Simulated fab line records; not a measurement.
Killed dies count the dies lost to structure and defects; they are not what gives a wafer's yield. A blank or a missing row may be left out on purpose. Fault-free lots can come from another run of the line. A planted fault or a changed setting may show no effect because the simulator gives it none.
Chamber matching -- flow nand harc -- pecvd-04 running NHARC_A_STAIRCASE_DEP_151: 3 sister chambers
The step deposits SiO2, target thk 3800 nm. 3 wafers are shown with their chamber, then 7 later ones without.

## WAFERS WITH THEIR CHAMBER
wafer,chamber,rf fwd power W (W)
L299.5,0,498.3
L299.6,2,498.3
L305.4,1,500.8

## WAFERS WITHOUT THEIR CHAMBER
wafer,rf fwd power W (W)
L305.5,500.7
L308.3,498.0
L308.4,499.4
L308.5,499.6
L313.3,498.2
L313.5,498.7
L313.6,498.0

## THE CHAMBER EACH PASSED THROUGH
wafer,from the rows above,in truth
L305.5,1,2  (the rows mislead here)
L308.3,can't be placed: 0 or 2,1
L308.4,can't be placed: 0 or 2 or 1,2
L308.5,can't be placed: 1 or 0 or 2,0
L313.3,can't be placed: 0 or 2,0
L313.5,can't be placed: 0 or 2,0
L313.6,can't be placed: 0 or 2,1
0 of 7 placed correctly. Can't be placed from these rows: 6 (the true chamber is among the candidates in 4). Number placed wrongly: 1.
How it was worked out, from the rows above alone: a wafer's distance from a chamber is the root of the sum, over the readings, of the square of ((its reading less the chamber's mean) divided by the reading's scatter). The wafer belongs to the nearest chamber; if the next one is less than 2 further off, it can't be placed. A chamber's mean is the mean of its shown wafers. The scatter (one wafer shown for each chamber): square how far every hidden wafer sits from the nearest shown wafer, average those squares and take the square root.
